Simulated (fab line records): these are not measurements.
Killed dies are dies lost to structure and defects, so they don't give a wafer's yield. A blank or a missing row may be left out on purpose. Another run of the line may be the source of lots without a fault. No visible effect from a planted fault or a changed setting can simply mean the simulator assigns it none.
Matching of chambers    flow n5-finfet    N5_BEOL_M1_ETCH_69 on rie-diel-03: 4 sister chambers
The step etches SiARC in CF4, target depth 15.6 nm, time 26 s. 4 wafers are shown with their chamber, then 9 later ones without.

## WAFERS PAIRED WITH THEIR CHAMBERS
wafer   chamber  drypump-motor-current-A (A)
L084.4  2        6.2
L086.4  0        6.4
L086.5  1        5.8
L086.6  3        6.5

## WAFERS WITH NO CHAMBER GIVEN
wafer   drypump-motor-current-A (A)
L091.1  6.2
L091.5  6.3
L091.6  5.8
L094.1  6.4
L094.2  6.2
L094.4  6.2
L096.2  6.4
L096.3  5.8
L096.6  6.5

## EACH ONE'S CHAMBER
wafer   from the rows above      in truth
L091.1  2                        2
L091.5  can't be placed: 2 or 0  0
L091.6  1                        1
L094.1  0                        0
L094.2  2                        2
L094.4  2                        2
L096.2  0                        0
L096.3  1                        1
L096.6  3                        3
Correct placement for 8 of the 9. Cannot be placed on the basis of these rows: 1; the candidates contain the true chamber in 1. Number placed wrongly: 0.
How it was worked out, from the rows above alone: a wafer's distance from a chamber is the root of the sum, over the readings, of the square of ((its reading less the chamber's mean) divided by the reading's scatter). The wafer belongs to the nearest chamber; if the next one is less than 2 further off, it can't be placed. A chamber's mean is the mean of its shown wafers. The scatter: with one shown wafer a chamber, the root of the mean of the squares of how far each hidden wafer lies from its nearest shown one.
